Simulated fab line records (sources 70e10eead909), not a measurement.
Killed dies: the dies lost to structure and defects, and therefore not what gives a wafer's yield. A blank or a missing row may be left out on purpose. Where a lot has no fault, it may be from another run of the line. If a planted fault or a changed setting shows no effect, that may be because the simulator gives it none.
Chamber matching    flow nand harc    rie diel-10 running NHARC_THIN_TSV_ETCHBACK_48: 4 sister chambers
The step etches the open film in C4F8/Ar, target depth 1028.5 nm, time 405.17 s. 7 wafers are shown with their chamber, then 7 later ones without.

== WAFERS, EACH WITH ITS CHAMBER ==
wafer   chamber  rf vpp V (V)  oes product au (a.u.)
L815.1  0        545.1         0.944
L815.4  3        548.7         0.930
L817.1  2        548.7         0.916
L817.2  0        545.5         0.926
L817.4  3        550.5         0.935
L831.1  1        549.6         1.017
L831.2  2        548.6         1.009

== WAFERS WHOSE CHAMBER IS MISSING ==
wafer   rf vpp V (V)  oes product au (a.u.)
L831.3  545.6         1.007
L830.3  546.8         0.992
L830.5  550.3         1.011
L830.6  545.3         1.008
L832.3  545.2         0.931
L832.4  549.4         0.929
L832.6  548.7         0.940

== EACH ONE'S CHAMBER ==
wafer   from the rows above                in truth
L831.3  0                                  0
L830.3  can't be placed: 0 or 2 or 1 or 3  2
L830.5  can't be placed: 1 or 3 or 2       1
L830.6  0                                  0
L832.3  0                                  0
L832.4  can't be placed: 3 or 2            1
L832.6  can't be placed: 2 or 3 or 1       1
Placed correctly: 3 of 7. Cannot be placed on the basis of these rows: 4; the candidates contain the true chamber in 3. 0 placed wrongly.
How it was worked out, from the rows above alone: a wafer's distance from a chamber is the root of the sum, over the readings, of the square of ((its reading less the chamber's mean) divided by the reading's scatter). If the next closest chamber is less than 2 further off than the closest, the wafer can't be placed; otherwise it belongs to the closest. For every chamber, the mean is computed from those of its wafers that are shown. How the scatter is found: for the shown wafers, subtract from each reading the mean of its chamber, square and add these, divide the total by (wafers less chambers), then take the root.
